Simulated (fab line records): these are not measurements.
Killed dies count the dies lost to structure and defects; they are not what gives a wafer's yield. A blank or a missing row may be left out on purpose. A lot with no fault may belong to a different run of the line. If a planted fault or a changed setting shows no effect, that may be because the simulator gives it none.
Lot-split experiment -- flow n5Finfet -- 21 wafers read from 7 lots, route of 1938 steps

THE SPLIT ITSELF
At N5_BEOL_M5_ETCH_72 (etches underlayer in N2/H2, target depth 6.5 nm, time 5.2 s), the setting biasW was moved away from the recipe's 150 W on 5 of the 21 wafers read, by +8.5% to +10.2%. The other wafers ran this setting at the recipe's value.

Reading taken at the split's own step.

THE READING
rfVppV, in V, at N5_BEOL_M5_ETCH_72 (etches underlayer in N2/H2, target depth 6.5 nm, time 5.2 s). Fault-free wafers of this fab line usually give 523.2 V, standard deviation 2.9 V.

wafer,"tool, chamber at the split","biasW as run, W",against the recipe,"rfVppV, V",against lot-mates on the recipe
L076.3,"rieDiel-01, 3",165.3,+10.2%,560.1,+33.6
L076.4,"rieDiel-01, 2",150,recipe,526.2,-
L076.6,"rieDiel-01, 3",150,recipe,526.8,-
L078.2,"rieDiel-05, 2",150,recipe,525.2,-
L078.3,"rieDiel-05, 1",150,recipe,518.7,-
L078.5,"rieDiel-05, 0",150,recipe,521.1,-
L081.1,"rieDiel-04, 1",150,recipe,524.2,-
L081.5,"rieDiel-04, 3",150,recipe,521.1,-
L081.6,"rieDiel-04, 2",150,recipe,523.4,-
L082.1,"rieDiel-04, 2",150,recipe,524.4,-
L082.4,"rieDiel-04, 3",150,recipe,520.3,-
L082.5,"rieDiel-04, 3",150,recipe,522.4,-
L083.1,"rieDiel-04, 2",162.7,+8.5%,550.1,+26.5
L083.4,"rieDiel-04, 0",162.7,+8.5%,554.3,+30.7
L083.6,"rieDiel-04, 1",150,recipe,523.6,-
L088.1,"rieDiel-04, 3",150,recipe,522.6,-
L088.2,"rieDiel-04, 1",163.5,+9.0%,553.6,+31.0
L088.6,"rieDiel-04, 0",163.5,+9.0%,559.8,+37.2
L093.1,"rieDiel-04, 3",150,recipe,523.8,-
L093.4,"rieDiel-04, 0",150,recipe,527.4,-
L093.5,"rieDiel-04, 3",150,recipe,523.8,-

FIT RESULTS
A straight line over all 21 wafers: rfVppV changes by +3.57 V for each +1% of biasW; r = +0.99; the points scatter about the line by 2.5 V.
The same after taking each lot's own level away (the mean of its wafers on the recipe; 21 wafers): +3.52 V for each +1%; r = +0.99; scatter 2.2 V.
Per that fit: largest biasW move, reading shift of 36 V.
The lots' own levels span 521.67 to 526.50 V, that is 1.7 times the standard deviation above.
The two slopes agree, so the slope changes little with the lot-to-lot level.
Check: +36.7 V against its lot-mates is what the line predicts for one of the wafers moved furthest among these (+10.2%) when that wafer is left out of the fit. Against them it came out at +33.6 V.
Tool readings at the split's step, against how far the setting was moved: rfVppV r = +0.99.

OTHER SPLITS ON THESE WAFERS
Note: prior to the reading, these wafers also went through further splits. Each is held against what the fit with the lots' levels taken away leaves over:
other split on the same wafers,wafers away from the commonest value,r with rfVppV (lot level and that fit taken away)
N5_BEOL_M2_EXPOSE_08 doseMj,7,+0.04
N5_BEOL_M3_DESCUM_33 timeS,8,+0.03
N5_BEOL_M4_DESCUM_16 timeS,5,-0.21
N5_BEOL_M4_ETCH_64 biasW,5,+0.07
N5_BEOL_M4_TRENCH_ETCH_37 timeS,9,+0.34

FILE'S OWN FIT
rfVppV changes by +3.47 V for each +1% of biasW, r = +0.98.
